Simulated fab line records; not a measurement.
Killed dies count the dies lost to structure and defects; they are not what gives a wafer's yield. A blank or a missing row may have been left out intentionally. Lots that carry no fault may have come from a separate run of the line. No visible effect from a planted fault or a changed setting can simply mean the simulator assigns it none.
Matching of chambers | flow n5Finfet | aldSin-02 running N5_SPACER0_ALD_00: 4 sister chambers
The step deposits SiOCN, target thk 3.5 nm, pulse time 3 s, purge time 2 s. 18 wafers are shown with their chamber, then 9 later ones without.

== WAFERS, EACH WITH ITS CHAMBER ==
wafer  | chamber | heaterPowerW (W) | precursorPulseHeightRel
L075.1 | 0       | 696              | 1.015
L075.4 | 3       | 721              | 0.985
L075.5 | 1       | 845              | 1.000
L076.2 | 0       | 728              | 1.041
L076.3 | 1       | 846              | 1.019
L076.6 | 2       | 861              | 1.016
L077.3 | 1       | 872              | 0.991
L077.4 | 2       | 844              | 1.005
L077.6 | 3       | 745              | 1.025
L082.2 | 0       | 725              | 0.988
L082.3 | 2       | 864              | 0.995
L082.6 | 0       | 743              | 1.001
L086.2 | 2       | 841              | 0.987
L086.3 | 1       | 888              | 0.988
L086.5 | 2       | 877              | 1.021
L092.1 | 2       | 839              | 0.985
L092.4 | 0       | 716              | 1.014
L092.6 | 1       | 837              | 1.016

SIGNATURES (means of the wafers above)
reading                 | chamber 0 | chamber 1 | chamber 2 | chamber 3 | scatter within a chamber
heaterPowerW            | 721.60    | 857.60    | 854.33    | 733.00    | 17.9
precursorPulseHeightRel | 1.01180   | 1.00280   | 1.00150   | 1.00500   | 0.0175
Rule: for a wafer and a chamber, the distance is found by dividing, reading by reading, the gap between the wafer's reading and the chamber's mean by the reading's scatter, squaring, summing and taking the root. If the next closest chamber is less than 2 further off than the closest, the wafer can't be placed; otherwise it belongs to the closest. How the scatter is found: for the shown wafers, subtract from each reading the mean of its chamber, square and add these, divide the total by (wafers less chambers), then take the root.

== WAFERS WITHOUT THEIR CHAMBER ==
wafer  | heaterPowerW (W) | precursorPulseHeightRel
L093.3 | 743              | 1.018
L093.4 | 858              | 1.042
L093.6 | 873              | 1.000
L094.1 | 718              | 0.992
L094.2 | 724              | 1.016
L094.6 | 865              | 1.033
L095.1 | 740              | 1.011
L095.2 | 859              | 1.027
L095.4 | 739              | 0.983

== THE CHAMBER EACH PASSED THROUGH ==
wafer  | from the rows above     | in truth
L093.3 | can't be placed: 3 or 0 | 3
L093.4 | can't be placed: 1 or 2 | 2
L093.6 | can't be placed: 1 or 2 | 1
L094.1 | can't be placed: 3 or 0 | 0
L094.2 | can't be placed: 0 or 3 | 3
L094.6 | can't be placed: 1 or 2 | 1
L095.1 | can't be placed: 3 or 0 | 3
L095.2 | can't be placed: 1 or 2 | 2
L095.4 | can't be placed: 3 or 0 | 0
Correctly placed: 0 of 9. Unplaceable from these rows: 9, with the true chamber sitting among the candidates in 9. Placed wrongly: 0.
